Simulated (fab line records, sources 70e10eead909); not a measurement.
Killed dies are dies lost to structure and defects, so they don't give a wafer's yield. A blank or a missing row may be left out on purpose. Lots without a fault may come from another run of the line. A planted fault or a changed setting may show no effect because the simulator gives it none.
fab line records | flow nand_harc
record lots=14 wafers=41 last_day=24
route steps=1159 shown P_BONDPAD@386 A_ONON_D1@430
lots that met no fault: from a run of the same line without faults
start_h: hours from the record's first day to the start of the lot's first wafer shown | wait_h: hours since the lot's step before | " the same as in the row above | L1.1+2: a row that stands for several wafers | - no value, or no start given | * or withheld: withheld | < > ~ a bound
route shown NAME@n: a module of which the file shows steps, and the number in the route of the first | usual: mean/standard deviation of fault-free wafers | same: alike in all rows | chamber/n: place in a boat | sites: the reading at each site | _std_site: their standard deviation | _edge_site: outer sites' mean less inner sites' | radius_mm: how far each site lies from the wafer's centre | mask NAME#n: copy n | behind: the tool/chamber that last shaped the wafer | hold: why the lot was held/for how many hours/how that ended | device: the transistor (n, p or np) that didn't switch | end of line: the same wafers' tests at the end of the route | a step without rows: its recipe alone | killed: dies lost to structure and defects at the first sort, not the wafer's yield | map: a wafer's dies, x killed, . not, _ none there
set.NAME: the setting as run; set.NAME@STEP: as run at that earlier step | model.NAME: the simulator's own value behind a step, which no gauge read
steps of the route over a sample of lots; a table a step, a row a wafer
services: from which hour (start_h, from the record's first day; less than 0 if before it) a tool's chamber was out of use, for how many hours, and why
## steps
# step NHARC_P_BONDPAD_ACTIVATE_29
# recipe time_s=60 n2_flow_sccm=200 ar_flow_sccm=0 bias_power_w=0 chemistry=N2
# usual drypump_motor_current_A=5.8/0.48 oes_product_au=0.997/0.01 rf_vpp_V=64.4/0.86 showerhead_plenum_p_Torr=1.82/0.056
# columns lot.wafer tool chamber start_h wait_h drypump_motor_current_A oes_product_au rf_hours_counter_h rf_vpp_V showerhead_plenum_p_Torr
L178.4 rie_diel-08 1 134.34 0.1 6.3 0.999 0 64.3 1.78
L178.5 " 3 " " 5.8 0.986 - 65.4 1.87
L178.6 " 0 " " 6.1 0.983 - 63.5 1.77
L181.2 rie_diel-08 3 155.54 0.1 5.8 0.987 2 64.6 1.87
L181.1 " 1 " " 6.3 1.003 2 63.7 1.78
L181.4 " 2 " " 5.0 1.013 2 63.9 1.85
L180.3 rie_diel-08 1 156.32 0.1 6.3 1.007 2 65.0 1.78
L180.5 " 1 " " 6.3 0.998 - 63.8 1.78
L180.6 " 2 " " 5.0 1.025 - 65.3 1.85
L182.4 rie_diel-08 3 157.37 0.1 5.8 0.980 2 64.5 1.87
L182.5 " 1 " " 6.3 0.995 - 64.7 1.78
L182.6 " 2 " " 5.0 1.010 - 63.9 1.85
L185.1 rie_diel-08 3 164.35 0.1 5.8 0.986 2 65.4 1.87
L185.2 " 1 " " 6.3 1.007 3 62.6 1.78
L185.4 " 2 " " 4.9 1.021 3 62.2 1.85
L184.3 rie_diel-08 1 168.61 0.1 6.3 1.001 3 64.8 1.78
L184.5 " 1 " " 6.3 1.000 - 64.1 1.78
L184.6 " 0 " " 6.1 0.985 - 64.1 1.77
L186.4 rie_diel-08 2 181.91 0.1 5.0 1.012 3 64.5 1.85
L186.5 " 1 " " 6.3 0.990 - 65.5 1.78
L186.6 " 2 " " 5.0 1.008 - 65.4 1.85
L187.4 rie_diel-08 3 188.80 0.1 5.8 0.996 - 64.6 1.87
L187.6 " 0 " " 6.1 0.991 - 64.3 1.77
L187.5 " 2 " " 5.0 1.010 - 65.0 1.85
L188.1 rie_diel-10 1 189.85 0.1 5.7 1.001 2 65.7 1.92
L188.2 " 0 " " 6.2 1.000 2 65.3 1.87
L188.4 " 3 " " 5.9 1.010 - 65.0 1.64
L189.2 rie_diel-08 2 196.96 0.1 5.0 1.004 5 65.7 1.85
L189.4 " 3 " " 5.8 0.987 6 65.0 1.87
L189.6 " 2 " " 5.0 1.003 - 64.4 1.85
L191.1 rie_diel-08 3 212.47 0.1 5.8 0.991 7 63.3 1.87
L191.5 " 2 " " 5.0 1.008 - 65.1 1.85
L191.6 " 3 " " 5.8 0.987 - 63.7 1.87
L194.1 rie_diel-08 0 222.39 0.1 6.1 0.992 8 64.7 1.77
L194.4 " 2 " " 5.0 1.022 7 64.1 1.85
L197.1 rie_diel-08 1 243.85 0.1 6.3 0.991 10 64.3 1.77
L197.3 " 3 " " 5.8 0.993 11 65.0 1.87
L197.4 " 0 " " 6.1 0.999 10 62.7 1.77
L199.3 rie_diel-08 3 259.90 0.1 5.8 0.989 12 64.6 1.87
L199.4 " 0 " " 6.1 1.000 12 64.0 1.77
L199.6 " 1 " " 6.3 0.988 - 64.3 1.77
# step NHARC_A_ONON_D1_DEP_09
# recipe target_thk_a=10000 n2_flow_sccm=2750 n2o_flow_sccm=2000 nh3_flow_sccm=500 sih4_flow_sccm=210 temp_c=400
# columns lot.wafer tool chamber start_h wait_h
L178.4+5+6 pecvd_onon-04 0 158.62 0.2
L181.1+2+4 pecvd_onon-03 0 178.60 0.1
L180.3+5+6 pecvd_onon-02 0 178.61 0.2
L182.4+5+6 pecvd_onon-04 0 178.99 0.2
L185.1+2+4 pecvd_onon-02 0 193.29 0.1
L184.3+5+6 pecvd_onon-03 0 193.38 0.2
L186.4+5+6 pecvd_onon-03 0 209.02 0.2
L188.1+2+4 pecvd_onon-02 0 216.14 0.1
L187.4+5+6 pecvd_onon-03 0 216.34 0.2
L189.2+4+6 pecvd_onon-04 0 228.22 0.1
L191.1+5+6 pecvd_onon-04 0 234.63 0.1
L194.1+4 pecvd_onon-03 0 246.90 0.4
L197.1+3+4 pecvd_onon-03 0 268.67 0.1
L199.3+4+6 pecvd_onon-02 0 283.08 0.2
# step NHARC_A_ONON_D1_THK_MEAS_11
# recipe thk_meas_gauge=ellipsometry
# usual thk_nm=1001/8.8
# columns lot.wafer tool chamber start_h wait_h thk_nm
L178.4 film_metro-02 - 158.96 - 1018
L178.5 " - " " 1017
L178.6 " - " " 1018
L180.3 film_metro-01 - 179.01 - 1005
L180.5 " - " " 1004
L180.6 " - " " 1003
L181.1 film_metro-02 - 179.11 - 991
L181.2 " - " " 993
L181.4 " - " " 992
L182.4 film_metro-02 - 179.32 - 998
L182.5 " - " " 996
L182.6 " - " " 997
L184.3 film_metro-01 - 193.78 - 1005
L184.5 " - " " 1007
L184.6 " - " " 1003
L185.1 film_metro-01 - 193.80 - 998
L185.2 " - " " 997
L185.4 " - " " 998
L186.4 film_metro-01 - 209.36 - 993
L186.5 " - " " 994
L186.6 " - " " 994
L188.1 film_metro-01 - 216.67 - 1009
L188.2 " - " " 1010
L188.4 " - " " 1010
L187.4 film_metro-02 - 216.70 - 1010
L187.5 " - " " 1007
L187.6 " - " " 1008
L189.2 film_metro-01 - 228.67 - 996
L189.4 " - " " 994
L189.6 " - " " 996
L191.1 film_metro-02 - 235.14 - 995
L191.5 " - " " 994
L191.6 " - " " 994
L194.1 film_metro-02 - 247.41 - 897
L194.4 " - " " 993
L197.1 film_metro-01 - 269.18 - 897
L197.3 " - " " 895
L197.4 " - " " 991
L199.3 film_metro-01 - 283.48 - 1011
L199.4 " - " " 1012
L199.6 " - " " 1011
## services
# columns tool chamber start_h hours kind
pecvd_onon-02 - 111.00 13.0 pm
pecvd_onon-03 - 116.06 3.8 repair
rie_diel-08 0 124.85 9.0 vent_cycle
rie_diel-08 1 124.85 9.0 vent_cycle
rie_diel-08 3 124.85 9.0 vent_cycle
rie_diel-10 1 128.80 7.5 repair
rie_diel-08 0 133.85 - clean
rie_diel-08 1 133.85 - clean
rie_diel-08 2 133.85 - clean
rie_diel-08 3 133.85 - clean
pecvd_onon-03 - 153.40 13.0 pm
rie_diel-08 0 158.35 - clean
rie_diel-08 1 158.35 - clean
rie_diel-08 2 158.35 - clean
rie_diel-08 3 158.35 - clean
rie_diel-08 2 164.44 5.3 repair
rie_diel-10 - 176.53 9.0 pm
rie_diel-08 0 182.85 - clean
rie_diel-08 1 182.85 - clean
rie_diel-08 1 187.94 7.2 repair
rie_diel-10 2 188.52 8.1 repair
rie_diel-10 0 232.39 22.6 repair
pecvd_onon-04 - 237.34 13.0 pm
rie_diel-08 - 245.89 0.8 repair
## key
first_sign step=NHARC_A_ONON_D1_THK_MEAS_11 reading=thk_nm direction=down sigmas=12 usual=1001 struck=896
effect none on later readings
met_at NHARC_A_ONON_D1_DEP_09
struck_lots L194,L197
struck_wafers L194.1,L197.1,L197.3
later_rows_left_out L194.1,L197.1,L197.3
sort_left_out L194.1,L197.1,L197.3
tester_left_out L194,L197
not_acting_at NHARC_P_BONDPAD_ACTIVATE_29
onset_between 216.34 246.90
fault kind=process_parameter_drift tool=pecvd_onon-03 chamber=- onset_h=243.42 steps=NHARC_A_ONON_D1_DEP_09 channel=target_thk_a offset=* shape=step end_h=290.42 scope=struck_wafers_only acts_in=* stated=*
# tester_left_out: of these lots the tester's yield and bins aren't shown, on N5 and GAA mostly nor the transistor test; their killed dies are dies lost to structure and defects alone, not to doping, threshold or leakage, so they don't give the yield
# sort_left_out: the simulated sort isn't trusted on such a fault, so these wafers' sort isn't shown, and their yield isn't known
# later_rows_left_out: the simulator's readings of these wafers behind a module that went badly wrong aren't trusted and aren't shown, but for the sort
